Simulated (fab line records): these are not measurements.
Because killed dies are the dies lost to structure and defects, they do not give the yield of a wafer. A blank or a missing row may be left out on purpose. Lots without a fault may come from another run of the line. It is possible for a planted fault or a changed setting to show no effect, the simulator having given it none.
fab line records | flow nand-harc
[record] lots = 14 | wafers = 41 | last-day = 33
route steps=1302 shown P_BONDPAD@380 A_ZERO_WELL@401 A_SOURCE_PLATE@423 A_ONON_D1@436 END@1302
lots that met no fault: taken from a fault-free run of the same line
start-h: hours from the record's opening day to when the first of the lot's shown wafers began | wait-h: hours since the lot's step before | " as in the row above | L1.1+2: several wafers, shown together as one row | - no value, or no start given | * or withheld: withheld | < > ~ a bound
route shown NAME@n: names a module that has steps shown in the file, with the first one's number in the route | usual: mean/standard deviation of fault-free wafers | same: alike in all rows | chamber/n: place in a boat | sites: per-site readings | _std_site: their standard deviation | _edge_site: outer sites' mean less inner sites' | radius-mm: for every site, how far away it sits from the centre of the wafer | mask NAME#n: copy n | behind: the tool/chamber that last shaped the wafer | hold: what put the lot on hold/how long, in hours/how the hold closed | device: names the non-switching transistor (n, p or np) | end of line: the route-end tests of the same wafers | for a step that has no rows: nothing shown but its recipe | killed: dies lost to structure and defects at the first sort, not the wafer's yield | map: a wafer's dies, marking killed ones x, the rest . and places with no die _
set.NAME: setting as actually run; set.NAME@STEP: the setting as run at that earlier step | model.NAME: the simulator's own value behind a step, which no gauge read
one table for each step of the route and one row for each wafer, over a sample of lots
services: the hour from which a tool's chamber was out of use, counted from the record's first day as start-h (under 0 if before that day), plus the number of hours and why
[[steps]]
[step NHARC_P_BONDPAD_CMP_19]
[recipe] t-overpolish-s = 30 | cu-recess-touch-s = 16 | target-thk-nm = 160.81
[usual] edge-zone-pressure-frac = 1.001/0.0052 | motor-current-A = 11.7/0.92 | overpolish-run-s = 29.999/0.0089
lot.wafer | tool   | chamber | start-h | wait-h | edge-zone-pressure-frac | motor-current-A | overpolish-run-s
L515.4    | cmp-01 | 0       | 150.45  | -      | 1.011                   | 12.3            | 29.998
L515.3    | "      | 1       | "       | "      | 1.002                   | 11.1            | 30.001
L515.5    | "      | 3       | "       | "      | 1.003                   | 10.5            | 29.995
L517.1    | cmp-01 | 0       | 166.94  | -      | 1.001                   | 12.1            | 29.990
L517.4    | "      | 1       | "       | "      | 1.001                   | 10.9            | 30.000
L517.3    | "      | 2       | "       | "      | 1.002                   | 11.8            | 29.981
L520.2    | cmp-01 | 2       | 189.58  | -      | 1.003                   | 11.1            | 30.009
L520.1    | "      | 3       | "       | "      | 1.001                   | 10.6            | 29.988
L520.6    | "      | 3       | "       | "      | 0.999                   | 11.6            | 29.994
L522.1    | cmp-03 | 1       | 204.42  | -      | 1.010                   | 13.2            | 30.004
L522.5    | "      | 2       | "       | "      | 0.993                   | 12.1            | 29.995
L525.4    | cmp-02 | 1       | 239.39  | -      | 1.003                   | 10.9            | 30.001
L525.1    | "      | 3       | "       | "      | 0.998                   | 12.2            | 30.004
L525.3    | "      | 0       | "       | "      | 0.997                   | 10.4            | 30.000
L527.4    | cmp-03 | 3       | 253.14  | -      | 0.997                   | 12.0            | 30.002
L527.1    | "      | 0       | "       | "      | 1.003                   | 10.6            | 30.000
L527.6    | "      | 3       | "       | "      | 1.000                   | 12.0            | 30.006
L529.4    | cmp-02 | 3       | 283.58  | -      | 1.004                   | 12.0            | 29.996
L529.3    | "      | 1       | "       | "      | 1.004                   | 10.6            | 29.995
L529.6    | "      | 2       | "       | "      | 0.995                   | 13.3            | 29.996
L531.3    | cmp-03 | 0       | 300.64  | -      | 0.995                   | 10.6            | 29.995
L531.4    | "      | 3       | "       | "      | 1.015                   | 11.9            | 29.999
L531.5    | "      | 0       | "       | "      | 0.991                   | 10.4            | 29.989
L532.1    | cmp-02 | 3       | 305.18  | -      | 1.000                   | 11.5            | 29.998
L532.2    | "      | 0       | "       | "      | 0.999                   | 10.8            | 30.001
L532.6    | "      | 3       | "       | "      | 0.995                   | 11.4            | 30.007
L533.2    | cmp-03 | 1       | 315.06  | -      | 0.997                   | 13.2            | 29.996
L533.1    | "      | 3       | "       | "      | 1.001                   | 12.1            | 29.997
L533.6    | "      | 2       | "       | "      | 1.001                   | 11.3            | 29.984
L535.4    | cmp-01 | 3       | 342.76  | -      | 0.992                   | 10.9            | 29.997
L535.1    | "      | 1       | "       | "      | 0.992                   | 12.1            | 30.005
L535.6    | "      | 3       | "       | "      | 0.992                   | 10.5            | 29.997
L536.1    | cmp-02 | 2       | 347.56  | -      | 1.003                   | 12.7            | 30.007
L536.3    | "      | 3       | "       | "      | 1.002                   | 11.4            | 30.003
L536.5    | "      | 0       | "       | "      | 0.999                   | 11.1            | 29.999
L537.2    | cmp-02 | 1       | 352.29  | -      | 0.995                   | 10.7            | 29.992
L537.1    | "      | 2       | "       | "      | 1.006                   | 13.0            | 30.000
L537.4    | "      | 3       | "       | "      | 0.997                   | 12.1            | 30.003
L538.1    | cmp-02 | 1       | 366.98  | -      | 1.006                   | 10.5            | 30.010
L538.4    | "      | 2       | "       | "      | 0.999                   | 13.0            | 29.999
L538.6    | "      | 1       | "       | "      | 1.009                   | 11.4            | 30.008
[step NHARC_A_ZERO_WELL_CD_MEAS_10]
[recipe] target-cd-nm = 2000 | landing-energy-ev = 500
[usual] cd-nm = 2000.2/2.6
lot.wafer | tool      | chamber | start-h | wait-h | cd-nm
L515.3    | cd-sem-03 | 0       | 152.25  | -      | 2001.5
L515.4    | "         | 0       | "       | "      | 1997.5
L515.5    | "         | 0       | "       | "      | 1996.2
L517.1    | cd-sem-03 | 0       | 168.62  | -      | 2002.1
L517.3    | "         | 0       | "       | "      | 2005.5
L517.4    | "         | 0       | "       | "      | 1996.8
L520.1    | cd-sem-03 | 0       | 191.31  | -      | 1994.7
L520.2    | "         | 0       | "       | "      | 2000.5
L520.6    | "         | 0       | "       | "      | 2003.1
L522.1    | cd-sem-03 | 0       | 206.27  | -      | 1999.1
L522.5    | "         | 0       | "       | "      | 1998.4
L525.1    | cd-sem-01 | 0       | 241.09  | -      | 1994.8
L525.3    | "         | 0       | "       | "      | 1995.5
L525.4    | "         | 0       | "       | "      | 1997.9
L527.1    | cd-sem-02 | 0       | 254.94  | -      | 2000.5
L527.4    | "         | 0       | "       | "      | 1997.2
L527.6    | "         | 0       | "       | "      | 1995.9
L529.3    | cd-sem-03 | 0       | 285.27  | -      | 2004.3
L529.4    | "         | 0       | "       | "      | 2002.6
L529.6    | "         | 0       | "       | "      | 1999.5
L531.3    | cd-sem-02 | 0       | 302.50  | -      | 1999.6
L531.4    | "         | 0       | "       | "      | 2005.5
L531.5    | "         | 0       | "       | "      | 2003.0
L532.1    | cd-sem-03 | 0       | 307.01  | -      | 2004.3
L532.2    | "         | 0       | "       | "      | 2004.1
L532.6    | "         | 0       | "       | "      | 2000.2
L533.1    | cd-sem-03 | 0       | 316.93  | -      | 2002.3
L533.2    | "         | 0       | "       | "      | 2000.1
L533.6    | "         | 0       | "       | "      | 1999.7
L535.1    | cd-sem-01 | 0       | 344.62  | -      | 1995.7
L535.4    | "         | 0       | "       | "      | 2000.2
L535.6    | "         | 0       | "       | "      | 2000.8
L536.1    | cd-sem-03 | 0       | 349.21  | -      | 1998.4
L536.3    | "         | 0       | "       | "      | 1998.7
L536.5    | "         | 0       | "       | "      | 2000.7
L537.1    | cd-sem-03 | 0       | 354.09  | -      | 1998.7
L537.2    | "         | 0       | "       | "      | 2001.2
L537.4    | "         | 0       | "       | "      | 2002.7
L538.1    | cd-sem-01 | 0       | 368.79  | -      | 2000.3
L538.4    | "         | 0       | "       | "      | 1999.7
L538.6    | "         | 0       | "       | "      | 1999.0
[step NHARC_A_SOURCE_PLATE_INSPECT_08]
[usual] raw-defect-count = 67/28
lot.wafer | tool              | chamber | start-h | wait-h | raw-defect-count
L515.3    | defect-inspect-02 | -       | 177.51  | 0.0    | 54
L515.4    | "                 | -       | "       | "      | 36
L515.5    | "                 | -       | "       | "      | 36
L517.1    | defect-inspect-01 | -       | 192.08  | 0.0    | 45
L517.3    | "                 | -       | "       | "      | 111
L517.4    | "                 | -       | "       | "      | 101
L520.1    | defect-inspect-02 | -       | 213.14  | 0.0    | 62
L520.2    | "                 | -       | "       | "      | 75
L520.6    | "                 | -       | "       | "      | 39
L522.1    | defect-inspect-02 | -       | 230.92  | 0.0    | 64
L522.5    | "                 | -       | "       | "      | 62
L525.1    | defect-inspect-01 | -       | 262.84  | 0.0    | 48
L525.3    | "                 | -       | "       | "      | 43
L525.4    | "                 | -       | "       | "      | 62
L527.1    | defect-inspect-02 | -       | 279.23  | 0.0    | 68
L527.4    | "                 | -       | "       | "      | 56
L527.6    | "                 | -       | "       | "      | 72
L529.3    | defect-inspect-02 | -       | 304.80  | 0.0    | 48
L529.4    | "                 | -       | "       | "      | 46
L529.6    | "                 | -       | "       | "      | 70
L531.3    | defect-inspect-02 | -       | 324.40  | 0.0    | 70
L531.4    | "                 | -       | "       | "      | 34
L531.5    | "                 | -       | "       | "      | 61
L532.1    | defect-inspect-02 | -       | 331.61  | 0.0    | 52
L532.2    | "                 | -       | "       | "      | 50
L532.6    | "                 | -       | "       | "      | 70
L533.1    | defect-inspect-02 | -       | 340.37  | 0.0    | 77
L533.2    | "                 | -       | "       | "      | 94
L533.6    | "                 | -       | "       | "      | 56
L535.1    | defect-inspect-01 | -       | 366.50  | 0.0    | 93
L535.4    | "                 | -       | "       | "      | 71
L535.6    | "                 | -       | "       | "      | 102
L536.1    | defect-inspect-01 | -       | 370.67  | 0.0    | 40
L536.3    | "                 | -       | "       | "      | 73
L536.5    | "                 | -       | "       | "      | 32
L537.1    | defect-inspect-02 | -       | 376.25  | 0.0    | 58
L537.2    | "                 | -       | "       | "      | 48
L537.4    | "                 | -       | "       | "      | 80
L538.1    | defect-inspect-02 | -       | 394.96  | 0.0    | 62
L538.4    | "                 | -       | "       | "      | 61
L538.6    | "                 | -       | "       | "      | 67
[step NHARC_A_ONON_D1_DEP_16]
[recipe] target-thk-a = 10000 | n2-flow-sccm = 2750 | n2o-flow-sccm = 2000 | nh3-flow-sccm = 500 | sih4-flow-sccm = 210 | temp-c = 400
lot.wafer  | tool          | chamber | start-h | wait-h
L515.3+4+5 | pecvd-onon-03 | 0       | 188.04  | 0.2
L517.1+3+4 | pecvd-onon-02 | 0       | 202.21  | 0.1
L520.1+2+6 | pecvd-onon-03 | 0       | 223.24  | 0.1
L522.1+5   | pecvd-onon-03 | 0       | 241.02  | 0.1
L525.1+3+4 | pecvd-onon-03 | 0       | 272.97  | 0.1
L527.1+4+6 | pecvd-onon-02 | 0       | 289.60  | 0.1
L529.3+4+6 | pecvd-onon-02 | 0       | 318.40  | 0.2
L531.3+4+5 | pecvd-onon-02 | 0       | 334.67  | 0.2
L532.1+2+6 | pecvd-onon-04 | 0       | 342.45  | 0.1
L533.1+2+6 | pecvd-onon-02 | 0       | 350.53  | 0.1
L535.1+4+6 | pecvd-onon-04 | 0       | 378.36  | 0.1
L536.1+3+5 | pecvd-onon-04 | 0       | 378.71  | 0.4
L537.1+2+4 | pecvd-onon-02 | 0       | 386.90  | 0.1
L538.1+4+6 | pecvd-onon-03 | 0       | 405.16  | 0.1
[step NHARC_A_ONON_D1_THK_MEAS_18]
[recipe] thk-meas-gauge = ellipsometry
[usual] thk-nm = 1002/8.3
lot.wafer | tool          | chamber | start-h | wait-h | thk-nm
L515.3    | film-metro-02 | -       | 188.44  | -      | 996
L515.4    | "             | -       | "       | "      | 997
L515.5    | "             | -       | "       | "      | 998
L517.1    | film-metro-01 | -       | 202.72  | -      | 1007
L517.3    | "             | -       | "       | "      | 1009
L517.4    | "             | -       | "       | "      | 1007
L520.1    | film-metro-02 | -       | 223.75  | -      | 998
L520.2    | "             | -       | "       | "      | 997
L520.6    | "             | -       | "       | "      | 996
L522.1    | film-metro-02 | -       | 241.54  | -      | 624
L522.5    | "             | -       | "       | "      | 627
L525.1    | film-metro-02 | -       | 273.49  | -      | 617
L525.3    | "             | -       | "       | "      | 998
L525.4    | "             | -       | "       | "      | 997
L527.1    | film-metro-02 | -       | 290.11  | -      | 1001
L527.4    | "             | -       | "       | "      | 1002
L527.6    | "             | -       | "       | "      | 1001
L529.3    | film-metro-01 | -       | 318.80  | -      | 1007
L529.4    | "             | -       | "       | "      | 1006
L529.6    | "             | -       | "       | "      | 1006
L531.3    | film-metro-01 | -       | 335.07  | -      | 995
L531.4    | "             | -       | "       | "      | 994
L531.5    | "             | -       | "       | "      | 994
L532.1    | film-metro-02 | -       | 342.96  | -      | 999
L532.2    | "             | -       | "       | "      | 1002
L532.6    | "             | -       | "       | "      | 1002
L533.1    | film-metro-01 | -       | 351.04  | -      | 1005
L533.2    | "             | -       | "       | "      | 1007
L533.6    | "             | -       | "       | "      | 1006
L535.1    | film-metro-01 | -       | 378.87  | -      | 994
L535.4    | "             | -       | "       | "      | 993
L535.6    | "             | -       | "       | "      | 994
L536.1    | film-metro-01 | -       | 379.22  | -      | 1007
L536.3    | "             | -       | "       | "      | 1008
L536.5    | "             | -       | "       | "      | 1009
L537.1    | film-metro-01 | -       | 387.42  | -      | 1019
L537.2    | "             | -       | "       | "      | 1016
L537.4    | "             | -       | "       | "      | 1017
L538.1    | film-metro-01 | -       | 405.67  | -      | 1010
L538.4    | "             | -       | "       | "      | 1012
L538.6    | "             | -       | "       | "      | 1013
[step NHARC_END_SORT_01]
[recipe] temp-c = 25
[usual] killed-at-array = 59/17 | killed-at-other = 0.9/1.6 | killed-at-periphery = 3.7/2.3 | killed-dies = 64/17 | killed-open = 3.3/1.8 | killed-short = 2.4/1.6
[same] gross-dies = 677
lot.wafer | tool      | chamber | start-h | wait-h | killed-at-array | killed-at-other | killed-at-periphery | killed-dies | killed-open | killed-short
L522.1    | prober-02 | 0       | 619.66  | 2.5    | 670             | 5               | 2                   | 677         | 4           | 4
L522.5    | prober-02 | 0       | 622.87  | 3.7    | 666             | 8               | 3                   | 677         | 5           | 2
L525.1    | prober-01 | 0       | 676.74  | 2.5    | 672             | 0               | 5                   | 677         | 4           | 3
L525.3    | prober-01 | 0       | 678.34  | 3.1    | 50              | 0               | 7                   | 57          | 3           | 1
L525.4    | prober-01 | 0       | 679.14  | 3.4    | 43              | 0               | 5                   | 48          | 3           | 2
// killed by level:class
L522.1 A_ONON_D1:area-dep=623 A_SLIT:chamber-film-flake=23 A_CHANNEL_HOLE_D2:chamber-film-flake=10 THIN_TSV:chamber-film-flake=5 P_M0:geometric-particle:open=2 A_WL_FILL:geometric-particle:short=2 A_STAIRCASE:chamber-film-flake=2 A_CONTACT:chamber-film-flake=2
L522.5 A_ONON_D1:area-dep=607 A_SLIT:chamber-film-flake=24 A_CHANNEL_HOLE_D2:chamber-film-flake=14 THIN_TSV:chamber-film-flake=8 A_WL_FILL:chamber-film-flake=6 A_STAIRCASE:chamber-film-flake=4 A_CONTACT:chamber-film-flake=4 P_CONTACT:geometric-particle:open=1
L525.1 A_ONON_D1:area-dep=630 A_CHANNEL_HOLE_D1:chamber-film-flake=23 A_CHANNEL_HOLE_D2:chamber-film-flake=5 A_CONTACT:chamber-film-flake=5 A_STAIRCASE:chamber-film-flake=3 P_M0:geometric-particle:open=2 A_WL_FILL:geometric-particle:short=2 A_WL_FILL:chamber-film-flake=2
L525.3 A_CHANNEL_HOLE_D1:chamber-film-flake=27 A_CONTACT:chamber-film-flake=11 A_CHANNEL_HOLE_D2:chamber-film-flake=5 P_M2:chamber-film-flake=4 A_STAIRCASE:chamber-film-flake=2 P_M2:geometric-particle:open=1 A_CHANNEL_FILL_D1:geometric-particle:short=1 A_CHANNEL_HOLE_D2:geometric-particle:open=1
L525.4 A_CHANNEL_HOLE_D1:chamber-film-flake=23 A_CONTACT:chamber-film-flake=9 P_M2:chamber-film-flake=4 A_STAIRCASE:chamber-film-flake=3 A_SLIT:chamber-film-flake=2 A_CHANNEL_HOLE_D2:chamber-film-flake=2 P_M0:geometric-particle:short=1 A_ONON_D1:geometric-particle:short=1
[[services]]
tool          | chamber | start-h | hours | kind
cmp-02        | -       | 134.50  | 4.0   | pm
cmp-03        | -       | 162.00  | 4.0   | pm
cmp-03        | -       | 172.72  | 1.3   | repair
cmp-03        | -       | 183.19  | 0.8   | repair
pecvd-onon-02 | -       | 185.00  | 13.0  | pm
cmp-01        | -       | 185.50  | 4.0   | pm
cmp-02        | -       | 185.93  | 1.5   | repair
cmp-01        | -       | 196.10  | 12.9  | repair
cmp-03        | -       | 197.45  | 1.3   | repair
cmp-01        | -       | 215.11  | 2.0   | repair
cmp-03        | -       | 222.37  | 11.0  | repair
pecvd-onon-03 | -       | 227.00  | 13.0  | pm
cmp-02        | -       | 232.50  | 4.0   | pm
cmp-01        | -       | 262.68  | 1.0   | repair
cmp-01        | -       | 264.80  | 2.6   | repair
cmp-01        | -       | 283.50  | 4.0   | pm
cmp-01        | -       | 317.09  | 0.9   | repair
cmp-02        | -       | 330.50  | 4.0   | pm
cmp-02        | -       | 335.04  | 0.3   | repair
cmp-01        | -       | 335.55  | 1.5   | repair
pecvd-onon-02 | -       | 366.00  | 13.0  | pm
pecvd-onon-03 | -       | 377.52  | 1.9   | repair
cmp-01        | -       | 381.50  | 4.0   | pm
cmp-02        | -       | 404.90  | 3.1   | repair
[[key]]
[first-sign] step = NHARC_A_ONON_D1_THK_MEAS_18 | reading = thk-nm | direction = down | sigmas = 46 | usual = 1002 | struck = 623
[effect] step = NHARC_END_SORT_01 | reading = killed-at-array | direction = up | sigmas = 37 | usual = 59 | struck = 669
[more-kills-born-at] NHARC_A_ONON_D1_DEP_16@pecvd-onon-03 = 1860
met-at NHARC_A_ONON_D1_DEP_16
struck-lots L522,L525
struck-wafers L522.1,L522.5,L525.1
later-rows-left-out L522.1,L522.5,L525.1
tester-left-out L522,L525
not-acting-at NHARC_P_BONDPAD_CMP_19,NHARC_A_ZERO_WELL_CD_MEAS_10,NHARC_A_SOURCE_PLATE_INSPECT_08
onset-between 223.24 241.02
[fault] kind = process-parameter-drift | tool = pecvd-onon-03 | chamber = - | onset-h = 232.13 | steps = NHARC_A_ONON_D1_DEP_16 | channel = target-thk-a | offset = * | shape = step | end-h = 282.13 | scope = struck-wafers-only | acts-in = * | stated = *
// tester-left-out: of these lots the tester's yield and bins aren't shown, on N5 and GAA mostly nor the transistor test; their killed dies are dies lost to structure and defects alone, not to doping, threshold or leakage, so they don't give the yield
// later-rows-left-out: the simulator's readings of these wafers behind a module that went badly wrong aren't trusted and aren't shown, but for the sort
